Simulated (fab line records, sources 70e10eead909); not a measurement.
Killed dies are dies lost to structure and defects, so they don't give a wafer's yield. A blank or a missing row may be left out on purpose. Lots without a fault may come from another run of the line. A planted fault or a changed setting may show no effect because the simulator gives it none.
Chamber matching | flow nand_harc | NHARC_A_STAIRCASE_DESCUM_291 on rie_diel-04: 4 sister chambers
The step chemistry O2, time 3 s. 20 wafers are shown with their chamber, then 10 later ones without.

WAFERS WITH THEIR CHAMBER
wafer  | chamber | showerhead_plenum_p_Torr (Torr) | drypump_motor_current_A (A) | oes_product_au (a.u.)
L074.1 | 1       | 1.83                            | 6.1                         | 1.006
L074.3 | 2       | 1.85                            | 5.5                         | 1.006
L074.5 | 1       | 1.83                            | 6.1                         | 1.018
L075.2 | 2       | 1.85                            | 5.6                         | 1.014
L075.3 | 3       | 2.05                            | 6.2                         | 0.995
L075.4 | 1       | 1.83                            | 6.1                         | 1.024
L078.1 | 0       | 1.93                            | 5.5                         | 0.993
L078.2 | 1       | 1.83                            | 6.1                         | 1.015
L078.3 | 2       | 1.85                            | 5.6                         | 1.008
L078.4 | 3       | 2.05                            | 6.2                         | 0.994
L078.5 | 3       | 2.05                            | 6.2                         | 0.997
L078.6 | 2       | 1.85                            | 5.6                         | 1.006
L079.1 | 2       | 1.85                            | 5.6                         | 1.014
L079.4 | 0       | 1.93                            | 5.5                         | 0.986
L079.6 | 0       | 1.93                            | 5.5                         | 0.984
L082.2 | 3       | 2.05                            | 6.2                         | 0.996
L082.3 | 1       | 1.82                            | 6.1                         | 1.019
L082.6 | 3       | 2.05                            | 6.1                         | 1.001
L086.1 | 2       | 1.84                            | 5.5                         | 1.013
L086.2 | 1       | 1.82                            | 6.1                         | 1.018

SIGNATURES (means of the wafers above)
reading                  | chamber 0 | chamber 1 | chamber 2 | chamber 3 | scatter within a chamber
showerhead_plenum_p_Torr | 1.9300    | 1.8267    | 1.8483    | 2.0500    | 0.00368
drypump_motor_current_A  | 5.500     | 6.100     | 5.567     | 6.180     | 0.0365
oes_product_au           | 0.98767   | 1.01667   | 1.01017   | 0.99660   | 0.00454
Rule: a wafer's distance from a chamber is the root of the sum, over the readings, of the square of ((its reading less the chamber's mean) divided by the reading's scatter). The wafer belongs to the nearest chamber; if the next one is less than 2 further off, it can't be placed. The scatter: the root of (the sum of the squares of (reading less its chamber's mean) over the shown wafers, divided by (wafers less chambers)).

WAFERS WITHOUT THEIR CHAMBER
wafer  | showerhead_plenum_p_Torr (Torr) | drypump_motor_current_A (A) | oes_product_au (a.u.)
L086.5 | 1.82                            | 6.1                         | 1.015
L092.1 | 2.04                            | 6.2                         | 1.019
L092.3 | 1.81                            | 6.1                         | 1.009
L092.6 | 1.84                            | 5.6                         | 1.011
L094.1 | 2.04                            | 6.2                         | 1.014
L094.5 | 1.91                            | 5.5                         | 1.020
L094.6 | 2.04                            | 6.1                         | 1.005
L095.1 | 1.81                            | 6.1                         | 1.003
L095.2 | 1.83                            | 5.6                         | 1.017
L095.3 | 2.04                            | 6.2                         | 1.008

WHICH CHAMBER EACH WENT THROUGH
wafer  | from the rows above | in truth
L086.5 | 1                   | 1
L092.1 | 3                   | 3
L092.3 | 1                   | 1
L092.6 | 2                   | 2
L094.1 | 3                   | 3
L094.5 | 0                   | 0
L094.6 | 3                   | 3
L095.1 | 1                   | 1
L095.2 | 2                   | 2
L095.3 | 3                   | 3
Placed correctly: 10 of 10. Can't be placed from these rows: 0. Placed wrongly: 0.
